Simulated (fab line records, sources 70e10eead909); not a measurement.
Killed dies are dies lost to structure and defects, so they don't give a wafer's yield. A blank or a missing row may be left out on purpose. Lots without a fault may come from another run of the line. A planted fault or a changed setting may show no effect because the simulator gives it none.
Chamber matching | flow nand_harc | NHARC_P_CONTACT_CMP_01 on cmp-04: 4 sister chambers
The step polishes SiO2, target thk 200 nm. 4 wafers are shown with their chamber, then 11 later ones without.

WAFERS WITH THEIR CHAMBER
wafer  | chamber | motor_current_A (A)
L085.4 | 0       | 12.0
L084.5 | 2       | 12.7
L087.1 | 1       | 14.5
L088.2 | 3       | 10.6

WAFERS WITHOUT THEIR CHAMBER
wafer  | motor_current_A (A)
L088.3 | 12.3
L088.6 | 12.7
L090.1 | 12.3
L090.2 | 11.7
L090.3 | 12.7
L095.1 | 11.9
L095.2 | 10.8
L095.6 | 11.4
L097.1 | 11.7
L097.3 | 12.6
L097.4 | 14.6

WHICH CHAMBER EACH WENT THROUGH
wafer  | from the rows above     | in truth
L088.3 | can't be placed: 0 or 2 | 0
L088.6 | 2                       | 2
L090.1 | can't be placed: 0 or 2 | 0
L090.2 | 0                       | 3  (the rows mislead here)
L090.3 | 2                       | 2
L095.1 | 0                       | 0
L095.2 | 3                       | 3
L095.6 | can't be placed: 0 or 3 | 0
L097.1 | 0                       | 0
L097.3 | can't be placed: 2 or 0 | 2
L097.4 | 1                       | 1
Placed correctly: 6 of 11. Can't be placed from these rows: 4 (the true chamber is among the candidates in 4). Placed wrongly: 1.
How it was worked out, from the rows above alone: a wafer's distance from a chamber is the root of the sum, over the readings, of the square of ((its reading less the chamber's mean) divided by the reading's scatter). The wafer belongs to the nearest chamber; if the next one is less than 2 further off, it can't be placed. A chamber's mean is the mean of its shown wafers. The scatter: with one shown wafer a chamber, the root of the mean of the squares of how far each hidden wafer lies from its nearest shown one.
